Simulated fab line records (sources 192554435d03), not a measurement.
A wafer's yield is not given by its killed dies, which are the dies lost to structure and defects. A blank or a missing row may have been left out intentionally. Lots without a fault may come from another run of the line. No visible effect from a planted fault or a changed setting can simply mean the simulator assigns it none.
A lot that was struck, set against a sound lot :: flow n5-finfet :: 15 steps out of a route of 1938
Sound: wafers L294.1, L294.3, L294.4. Struck: wafers L301.2, L301.4 (left out: L301.1, a lot-mate that was not struck); the cause follows at the end.
Each step with rows lists, per side, the tool, then ch with its chambers, then its first start. Under that, the readings that differ: sound wafers :: struck wafers :: difference of the means :: sigmas: that difference in standard deviations of wafers without a fault.
alike: a reading whose means differ by less than 2 such deviations, as well as words and numbers matching on both sides. not compared: withheld readings; readings where some wafer has no value; bounds like >300 that might hide an equal value; numbers whose values overlap and for which the record gives no deviation.
A row with sigmas, a row that says differs or no value, or rows on one side alone: a step with any of these is where the two part. Non-overlapping numbers with no deviation appear without sigmas and do not part them. A reading missing from all wafers of one side parts the sides only when that side holds two or more wafers.

N5_BEOL_M10_ALD_74: deposits TaN, target thk 2 nm, pulse time 2 s, purge time 3 s.
  sound on ald-metal-04 ch 0,1,2, day 10 18:30; struck on ald-metal-03 ch 0,2, day 12 16:47
  alike: heater-power-outer-w, heater-power-w, precursor-vessel-pressure-torr
N5_BEOL_M10_SURFACE_TREAT_76:
  sound on pvd-sputter-01 at day 10 18:50; struck on pvd-sputter-01 at day 12 17:16
  not compared: throttle-valve-pct
then, 1 step without rows for these wafers: N5_BEOL_M10_CVD_75 (deposits Co from CCTBA/H2, target thk 2 nm, time 138.9 s).
N5_BEOL_M10_SPUTTER_48: material Cu, target thk 12 nm, time 2 s.
  sound on pvd-sputter-02 at day 10 19:05; struck on pvd-sputter-03 at day 12 17:31
  alike: bias-v, substrate-temp-c, throttle-valve-pct
then, 2 steps without rows for these wafers: N5_BEOL_M10_ECD_50 (material Cu, target thk 318 nm); N5_BEOL_M10_ANNEAL_51 (time 90 s).
N5_BEOL_M10_CMP_52: polishes, stops on SiCOH lowk, t overpolish 7 s, target thk 140 nm.
  sound on cmp-02 ch 1,2,3, day 10 19:47; struck on cmp-02 ch 0,1, day 12 18:04
  alike: barrier-field-endpoint-s, motor-current-A, overpolish-run-s, pad-life-wafers, platen-rpm, time-to-endpoint-s
N5_BEOL_M10_THK_MEAS_53: measures by xrf.
  sound on film-metro-02 at day 10 20:02; struck on film-metro-01 at day 12 18:22
  alike: M10_THK
then, 1 step without rows for these wafers: N5_BEOL_M10_PRE_CLEAN_55 (time 15 s).
N5_BEOL_M10_DEP_56: deposits SiCN from 3MS/NH3, target thk 15 nm, time 26.5 s.
  sound on pecvd-03 ch 1,2, day 10 20:07; struck on pecvd-03 ch 1, day 12 18:26
  alike: rf-fwd-power-W, showerhead-plenum-p-Torr, throttle-valve-pct
N5_BEOL_M10_RS_MEAS_57: uses a four-point probe to measure.
  sound on film-metro-01 at day 10 20:11; struck on film-metro-01 at day 12 18:30
  alike: M10_RS
N5_BEOL_M10_INSPECT_58: inspects for defects (darkfield).
  sound on defect-inspect-01 at day 10 20:13; struck on defect-inspect-01 at day 12 18:32
reading: raw-defect-count
sound: 87 144 92
struck: 59 56
difference: -50
sigmas: -2
N5_BEOL_M11_ILD_DEP_00: deposits SiCOH lowk from DEMS/porogen, target thk 308.51 nm, time 58 s.
  sound on pecvd-04 ch 1,2, day 10 20:14; struck on pecvd-04 ch 0, day 12 18:34
reading: susceptor-temp-C (C)
sound: 300.11 300.28 299.65
struck: 303.63 303.56
difference: +3.58
sigmas: +17
  alike: heater-power-outer-w, heater-power-w, rf-fwd-power-W, showerhead-plenum-p-Torr, throttle-valve-pct
then, 1 step without rows for these wafers: N5_BEOL_M11_CURE_71 (cures SiCOH lowk, time 240 s).
-- record jumps: 2 days separate the struck wafers' starts on either side; left off in module BEOL_M11, taken up again in module PASSIVATION, whose first shown step is the route's number 1936 --
N5_PASSIVATION_PROBE_49:
  sound on prober-02 at day 12 22:44; struck on prober-01 at day 14 23:22
  alike: defect-limited-yield, killed_at_M0_to_M3, killed_at_M4_up, killed-at-contacts, killed-at-front-end, killed-at-other, killed-dies, killed-open, killed-short, sort_bin_5_function, sort_bin_6_memory, sort_bin_8_speed, sort-n-pass, sort-yield-pct

WHERE THEY PART
At N5_BEOL_M10_INSPECT_58 first; at N5_BEOL_M11_ILD_DEP_00 last (within this record only). Later steps at which nothing parts them and some readings are alike: N5_PASSIVATION_PROBE_49.

WHY: whatever the simulator had introduced
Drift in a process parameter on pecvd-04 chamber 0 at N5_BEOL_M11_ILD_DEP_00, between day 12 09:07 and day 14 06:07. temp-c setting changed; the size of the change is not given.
